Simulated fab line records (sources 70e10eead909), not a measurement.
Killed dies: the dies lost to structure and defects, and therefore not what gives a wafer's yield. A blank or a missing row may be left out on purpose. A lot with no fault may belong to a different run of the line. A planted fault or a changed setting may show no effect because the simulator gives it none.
Struck lot and sound lot, side by side + flow nand_harc + 17 out of 1302 route steps
Sound: wafers L775.1, L775.2, L775.5. The struck wafers were L777.2, L777.5, L777.6. Last of all comes the cause.
Order at every step that has rows: each side's tool, ch and its chambers, its first start. Under that, the readings that differ: sound wafers + struck wafers + difference of the means + sigmas: that difference in standard deviations of wafers without a fault.
alike: readings whose means differ by less than 2 such deviations, and words and numbers that are the same on both sides. not compared: withheld readings, readings that some wafer has no value for, bounds like >300 that may hide the same value, and numbers for which the record gives no deviation and whose values overlap.
The two part at a step that has a row with sigmas, a row that says differs or no value, or rows on one side only. Non-overlapping numbers with no deviation appear without sigmas and do not part them. A reading that every wafer of one side lacks parts them only if that side has two wafers or more.

first, 1 step without rows for these wafers: NHARC_P_M1_SRD_25.
NHARC_P_M1_INSPECT_27:
  sound on defect_inspect-01, day 8 10:19; struck on defect_inspect-02, day 9 16:09
  alike: raw_defect_count
NHARC_P_M1_PRE_CLEAN_32: time 12 s.
  sound on pecvd-04 ch 0,1, day 8 10:23; struck on pecvd-02 ch 1,2, day 9 16:14
  alike: heater_power_w
NHARC_P_M1_DEP_33: deposits SiCN, target thk 30 nm.
  sound on pecvd-04 ch 0,1, day 8 10:28; struck on pecvd-02 ch 1,2, day 9 16:20
  alike: heater_power_w
then, 7 steps without rows for these wafers: NHARC_P_M2_DEP_00 (deposits SiOC, target thk 182.5 nm); NHARC_P_M2_DEHYDRATE_01 (time 120 s); NHARC_P_M2_HMDS_02 (time 30 s); NHARC_P_M2_COAT_34 (time 65 s); NHARC_P_M2_COAT_03 (resist thk 90 nm); NHARC_P_M2_SOFTBAKE_04 (time 55 s); NHARC_P_M2_EBR_05.
NHARC_P_M2_EXPOSE_06: exposes mask P M2, target cd 170 nm.
  sound on arfi_scanner-03 ch 0, day 8 11:25; struck on arfi_scanner-03 ch 0, day 9 17:24
| reading                      | sound                | struck            | difference | sigmas |
|------------------------------|----------------------|-------------------|------------|--------|
| model.P_M2.overlay_x_nm (nm) | 0.7138 0.7138 0.7138 | 38.05 38.05 38.05 | +37.34     |        |
  alike: mask, focus_offset_nm
then, 2 steps without rows for these wafers: NHARC_P_M2_PEB_07 (peb time 65 s); NHARC_P_M2_DEVELOP_08 (develop time 35 s).
NHARC_P_M2_CD_MEAS_09: target cd 170 nm.
  sound on cd_sem-03 ch 0, day 8 11:34; struck on cd_sem-01 ch 0, day 9 17:32
  alike: cd_nm
NHARC_P_M2_OVL_MEAS_10: pitch 340 nm.
  sound on overlay-02, day 8 11:39; struck on overlay-02, day 9 17:48
| reading           | sound       | struck         | difference | sigmas |
|-------------------|-------------|----------------|------------|--------|
| overlay_x_nm (nm) | 0.2 0.5 0.8 | 38.6 37.7 38.1 | +37.6      | +57    |
  alike: overlay_y_nm
  not compared: hold
following that, these wafers have no rows for 1 step: NHARC_END_SORT_01.

WHERE THEY PART
NHARC_P_M2_OVL_MEAS_10 only, going by this record.

WHY: what had been put in by the simulator
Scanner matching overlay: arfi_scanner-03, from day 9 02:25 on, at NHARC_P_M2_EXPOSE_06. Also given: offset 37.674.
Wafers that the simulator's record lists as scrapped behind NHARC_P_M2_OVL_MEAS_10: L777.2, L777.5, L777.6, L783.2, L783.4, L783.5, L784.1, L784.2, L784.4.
